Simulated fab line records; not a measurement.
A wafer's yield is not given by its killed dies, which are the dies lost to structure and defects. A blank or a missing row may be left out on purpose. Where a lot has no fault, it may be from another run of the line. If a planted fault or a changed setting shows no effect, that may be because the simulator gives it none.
Matching of chambers    flow nand_harc    NHARC_A_BLC_ALD_23 on ald_metal-02 has 4 sister chambers
The step deposits TiN, target thk 3 nm, pulse time 1 s, ald cycles 150. 4 wafers are shown with their chamber, then 8 later ones without.

WAFERS PAIRED WITH THEIR CHAMBERS
wafer   chamber  heater_power_w (W)
L082.3  0        1127
L081.3  2        1123
L081.6  3        1077
L081.2  1        1053

WAFERS MISSING THEIR CHAMBER
wafer   heater_power_w (W)
L081.4  1147
L081.5  1146
L088.1  1088
L088.3  1041
L088.5  1136
L091.2  1135
L091.3  1149
L091.4  1070

THE CHAMBER EACH PASSED THROUGH
wafer   from the rows above                in truth
L081.4  can't be placed: 0 or 2            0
L081.5  can't be placed: 0 or 2            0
L088.1  can't be placed: 3 or 1 or 2 or 0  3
L088.3  can't be placed: 1 or 3            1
L088.5  can't be placed: 0 or 2            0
L091.2  can't be placed: 0 or 2            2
L091.3  can't be placed: 0 or 2            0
L091.4  can't be placed: 3 or 1            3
Correctly placed: 0 of 8. Cannot be placed on the basis of these rows: 8; the candidates contain the true chamber in 8. Number placed wrongly: 0.
How it was worked out, from the rows above alone: a wafer's distance from a chamber is the root of the sum, over the readings, of the square of ((its reading less the chamber's mean) divided by the reading's scatter). If the next closest chamber is less than 2 further off than the closest, the wafer can't be placed; otherwise it belongs to the closest. For every chamber, the mean is computed from those of its wafers that are shown. The scatter: root of mean squared gap, hidden wafer to nearest shown wafer, with one shown wafer a chamber.
